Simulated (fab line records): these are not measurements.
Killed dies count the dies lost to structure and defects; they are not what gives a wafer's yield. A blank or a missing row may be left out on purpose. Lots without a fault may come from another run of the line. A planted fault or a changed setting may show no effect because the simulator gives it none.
Which tool did it? | flow n5-finfet | 12 lots, 36 wafers sampled, at 2 steps of a route of 1938

WHAT THE GAUGES SHOWED, per wafer
N5_BEOL_M3_CD_MEAS_18: pitch 36 nm, target cd 18 nm.
lot  | measured     | on        | cd-nm (nm)
L075 | day 7 02:29  | cd-sem-01 | 19.0 18.4 18.7
L077 | day 7 12:34  | cd-sem-01 | 17.9 17.8 17.7
L079 | day 8 01:58  | cd-sem-03 | 18.0 18.3 18.5
L081 | day 8 18:40  | cd-sem-01 | 17.8 18.4 18.1
L083 | day 9 23:06  | cd-sem-02 | 17.7 18.0 18.2
L085 | day 10 03:53 | cd-sem-03 | 17.9 17.3 17.4
L088 | day 10 09:44 | cd-sem-03 | 18.0 17.7 17.5
L089 | day 10 20:24 | cd-sem-02 | 18.5 18.6 18.3
L091 | day 11 04:20 | cd-sem-02 | 17.4 17.9 17.1
L094 | day 12 00:30 | cd-sem-02 | 17.5 17.5 17.6
L095 | day 12 17:21 | cd-sem-03 | 17.4 18.0 17.8
L097 | day 12 20:28 | cd-sem-02 | 18.4 18.3 18.2

WHICH TOOL RAN EACH LOT (tool, then ch and the chambers of the sampled wafers, then the start)
lot  | N5_BEOL_M3_ETCH_64
L075 | rie-diel-06 ch 0,2, day 7 02:08
L077 | rie-diel-05 ch 0,1,2, day 7 12:13
L079 | rie-diel-02 ch 0,1,3, day 8 01:28
L081 | rie-diel-05 ch 1,2,3, day 8 18:19
L083 | rie-diel-05 ch 0,1,3, day 9 22:36
L085 | rie-diel-02 ch 1,3, day 10 03:31
L088 | rie-diel-05 ch 0,2, day 10 09:23
L089 | rie-diel-06 ch 2,3, day 10 20:02
L091 | rie-diel-06 ch 0,1,3, day 11 03:58
L094 | rie-diel-05 ch 0,3, day 12 00:09
L095 | rie-diel-05 ch 0,1,2, day 12 16:56
L097 | rie-diel-06 ch 0,2,3, day 12 20:06
- N5_BEOL_M3_ETCH_64: etches SOC in N2/H2, target depth 75 nm, overetch 15 nm, time 112.5 s.

THE ANSWER, worked out from the rows above alone
Rule: the usual values come from the lots themselves. Put in order of their means at a reading, lots are off if they are a third of the lots or fewer, leave a main group of 4 or more, and stand apart from it by a gap of 3 or more times the standard deviation of the main group's means; of several such gaps the widest counts. Not used: any main group whose means are identical at the precision the tables above print for the reading. Also off: a lot with no number at a reading for which 4 or more lots have one. The other lots that the step has rows for count as sound.
No lot is off on any of the readings shown, so nothing can be concluded from this.

WHAT WAS PUT IN BY THE SIMULATOR
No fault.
